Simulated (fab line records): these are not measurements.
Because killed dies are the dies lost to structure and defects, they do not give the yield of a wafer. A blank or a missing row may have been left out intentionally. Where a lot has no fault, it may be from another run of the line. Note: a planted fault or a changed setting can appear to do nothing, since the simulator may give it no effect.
Comparing a struck lot with a sound one / flow n5-finfet / 42 out of 1938 route steps
Sound: wafers L942.3, L942.5, L942.6. Wafers struck: L932.1, L932.5, L932.6. Last of all comes the cause.
At each step with rows: each side's tool, then ch and its chambers, then its first start. Under that, the readings that differ: sound wafers / struck wafers / difference of the means / sigmas: that difference in standard deviations of wafers without a fault.
alike: readings whose means differ by less than 2 such deviations, and words and numbers that are the same on both sides. not compared: withheld readings, readings that some wafer has no value for, bounds like >300 that may hide the same value, and numbers for which the record gives no deviation and whose values overlap.
A row with sigmas, a row that says differs or no value, or rows on one side alone: a step with any of these is where the two part. Numbers that have no deviation but don't overlap get no sigmas and don't part them. A reading missing from all wafers of one side parts the sides only when that side holds two or more wafers.

first, 9 steps without rows for these wafers: N5_DUMMY_GATE_EXPOSE_12 (exposes mask GATE, target cd 25 nm); N5_DUMMY_GATE_PEB_13 (peb time 60 s); N5_DUMMY_GATE_DEVELOP_14 (develop time 30 s); N5_DUMMY_GATE_DESCUM_20 (chemistry O2, time 6.2 s); N5_DUMMY_GATE_ETCH_29 (etches underlayer in N2/H2, target depth 13 nm); N5_DUMMY_GATE_ETCH_36 (etches SiARC in CF4, target depth 13 nm); N5_DUMMY_GATE_ETCH_37 (etches SOC in N2/H2, target depth 60 nm, overetch 30 nm); N5_DUMMY_GATE_STRIP_38 (strips in N2/H2); N5_DUMMY_GATE_STRIP_39 (strips in N2/H2).
N5_DUMMY_GATE_TRIM_49: chemistry O2, time 29 s, target cd 14 nm.
  sound on rie-si-01 ch 0,1,3, day 8 21:16; struck on rie-si-04 ch 0,1, day 6 05:40
  alike: drypump-motor-current-A, oes-product-au, throttle-valve-pct
  not compared: rf-hours-counter-h
then, 14 steps without rows for these wafers: N5_DUMMY_GATE_STRIP_40 (strips in CF4); N5_DUMMY_GATE_ETCH_31 (etches SiO2 in C4F6/O2, target depth 82.5 nm, time 27.5 s); N5_DUMMY_GATE_STRIP_41 (strips in O2); N5_DUMMY_GATE_HM_OPEN_21 (chemistry CH3F/O2, target SiNx, target depth 120 nm, time 171.4 s); N5_DUMMY_GATE_ETCH_32 (etches SiO2 in CF4, target depth 3.5 nm, time 3.9 s); N5_DUMMY_GATE_ETCH_23 (etches poly-Si in HBr/Cl2/O2, target depth 41 nm, time 22.3 s); N5_DUMMY_GATE_ETCH_44 (etches poly-Si in HBr/O2, stops on SiO2, target depth 127.5 nm); N5_DUMMY_GATE_ETCH_42 (etches SiO2 in CHF3/O2, target depth 3.5 nm, time 31 s); N5_DUMMY_GATE_STRIP_48 (strips in N2/H2, time 20 s); N5_DUMMY_GATE_PRECLEAN_33 (cleans in dHF, time 10 s); N5_DUMMY_GATE_PRECLEAN_25 (cleans in O3/DIW, time 45 s); N5_DUMMY_GATE_PRECLEAN_51 (cleans in SC2, time 45 s); N5_DUMMY_GATE_SRD_26 (time 30 s); N5_DUMMY_GATE_UV_OZONE_45 (time 120 s).
N5_DUMMY_GATE_INSPECT_27: inspects for defects (brightfield).
  sound: defect-inspect-02 at day 8 22:13; struck: defect-inspect-02 at day 6 06:41
reading=raw-defect-count; sound=296 286 257; struck=1006 1042 969; difference=+726; sigmas=+11
then, 3 steps without rows for these wafers: N5_SPACER0_ALD_07 (deposits SiNx, target thk 2 nm); N5_SPACER0_ALD_00 (deposits SiOCN, target thk 3.5 nm, pulse time 3 s, purge time 2 s); N5_SPACER0_ALD_08 (deposits SiNx, target thk 2 nm).
N5_SPACER0_INSPECT_04: inspects for defects (darkfield).
  sound: defect-inspect-02 at day 8 23:32; struck: defect-inspect-01 at day 6 07:59
reading=raw-defect-count; sound=135 139 102; struck=910 822 851; difference=+736; sigmas=+26
then, 8 steps without rows for these wafers: N5_SD_EPI_N_COAT_32 (time 60 s, resist thk 350 nm); N5_SD_EPI_N_COAT_33 (time 60 s, resist thk 35 nm); N5_SD_EPI_N_COAT_03 (resist thk 150 nm); N5_SD_EPI_N_EBR_05; N5_SD_EPI_N_SOFTBAKE_04 (time 60 s); N5_SD_EPI_N_EXPOSE_06 (exposes mask SD N BLK, target cd 120 nm); N5_SD_EPI_N_PEB_07 (peb time 60 s); N5_SD_EPI_N_DEVELOP_08 (develop time 30 s).
N5_SD_EPI_N_INSPECT_11: inspects for defects (macro).
  sound: defect-inspect-01 at day 8 23:51; struck: defect-inspect-02 at day 6 08:27
reading=raw-defect-count; sound=1 2 4; struck=>300 >300 >300; difference=differs; sigmas=
N5_SD_EPI_N_INSPECT_26: inspects for defects (darkfield).
  sound: defect-inspect-02 at day 9 05:27; struck: defect-inspect-01 at day 6 13:41
reading=raw-defect-count; sound=210 214 214; struck=966 896 905; difference=+710; sigmas=+19
N5_SD_EPI_P_INSPECT_26: inspects for defects (darkfield).
  sound: defect-inspect-02 at day 9 09:41; struck: defect-inspect-02 at day 6 19:44
reading=raw-defect-count; sound=209 198 179; struck=961 903 896; difference=+725; sigmas=+18
-- record jumps: 5 days separate the struck wafers' starts on either side; left off in module SD_EPI_P, taken up again in module BEOL_M4, whose first shown step is the route's number 1111 --
N5_BEOL_M4_RC_MEAS_101:
  sound on prober-02 ch 0, day 13 19:29; struck on prober-02 ch 0, day 11 14:02
reading=ION_N (uA/um); sound=679 682 688; struck=665 666 663; difference=-18; sigmas=-2
reading=ION_P (uA/um); sound=466 467 469; struck=453 452 450; difference=-16; sigmas=-3
  alike: DIBL_N, DIBL_P, IOFF_N, IOFF_P, SS_N, SS_P, VT_N, VT_P
-- here the record skips 4 days between the struck wafers' starts before and after, leaving off in module BEOL_M4 and picking up in module PASSIVATION (first step shown: number 1936 of the route) --
N5_PASSIVATION_PROBE_49:
  only the struck wafers here have rows in the record (prober-01, day 15 23:45); the sound ones have none

## WHERE THEY PART
Earliest at N5_DUMMY_GATE_INSPECT_27; latest, in this record, at N5_PASSIVATION_PROBE_49.

WHY: what had been put in by the simulator
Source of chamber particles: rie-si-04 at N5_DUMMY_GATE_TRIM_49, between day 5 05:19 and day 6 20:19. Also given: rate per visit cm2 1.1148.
